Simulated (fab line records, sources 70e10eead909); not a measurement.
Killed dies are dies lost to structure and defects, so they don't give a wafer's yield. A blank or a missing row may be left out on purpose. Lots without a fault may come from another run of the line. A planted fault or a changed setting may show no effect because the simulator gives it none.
Chamber matching | flow nand_harc | NHARC_P_BONDPAD_ACTIVATE_29 on rie_diel-05: 4 sister chambers
The step chemistry N2, time 60 s. 14 wafers are shown with their chamber, then 7 later ones without.

WAFERS WITH THEIR CHAMBER
wafer  | chamber | rf_vpp_V (V) | oes_product_au (a.u.)
L076.1 | 3       | 63.2         | 1.011
L076.2 | 2       | 64.7         | 0.997
L076.5 | 2       | 63.7         | 0.991
L083.1 | 3       | 65.1         | 1.007
L083.3 | 1       | 64.3         | 0.988
L083.4 | 2       | 64.9         | 0.988
L085.3 | 1       | 64.1         | 0.998
L085.4 | 2       | 64.6         | 1.006
L085.5 | 2       | 64.1         | 1.005
L090.1 | 1       | 66.4         | 1.004
L090.3 | 3       | 63.0         | 1.003
L090.6 | 0       | 65.5         | 1.009
L092.3 | 0       | 66.0         | 0.991
L092.4 | 1       | 63.8         | 1.002

SIGNATURES (means of the wafers above)
reading        | chamber 0 | chamber 1 | chamber 2 | chamber 3 | scatter within a chamber
rf_vpp_V       | 65.750    | 64.650    | 64.400    | 63.767    | 0.893
oes_product_au | 1.00000   | 0.99800   | 0.99740   | 1.00700   | 0.00779
Rule: a wafer's distance from a chamber is the root of the sum, over the readings, of the square of ((its reading less the chamber's mean) divided by the reading's scatter). The wafer belongs to the nearest chamber; if the next one is less than 2 further off, it can't be placed. The scatter: the root of (the sum of the squares of (reading less its chamber's mean) over the shown wafers, divided by (wafers less chambers)).

WAFERS WITHOUT THEIR CHAMBER
wafer  | rf_vpp_V (V) | oes_product_au (a.u.)
L092.6 | 64.3         | 0.995
L096.1 | 62.3         | 1.006
L096.3 | 65.3         | 1.007
L096.6 | 64.1         | 1.004
L097.1 | 64.2         | 1.002
L097.2 | 64.5         | 0.989
L097.5 | 65.4         | 0.994

WHICH CHAMBER EACH WENT THROUGH
wafer  | from the rows above               | in truth
L092.6 | can't be placed: 2 or 1 or 3 or 0 | 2
L096.1 | can't be placed: 3 or 2 or 1      | 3
L096.3 | can't be placed: 0 or 1 or 2 or 3 | 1
L096.6 | can't be placed: 3 or 2 or 1 or 0 | 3
L097.1 | can't be placed: 2 or 1 or 3 or 0 | 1
L097.2 | can't be placed: 2 or 1 or 0 or 3 | 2
L097.5 | can't be placed: 0 or 1 or 2 or 3 | 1
Placed correctly: 0 of 7. Can't be placed from these rows: 7 (the true chamber is among the candidates in 7). Placed wrongly: 0.
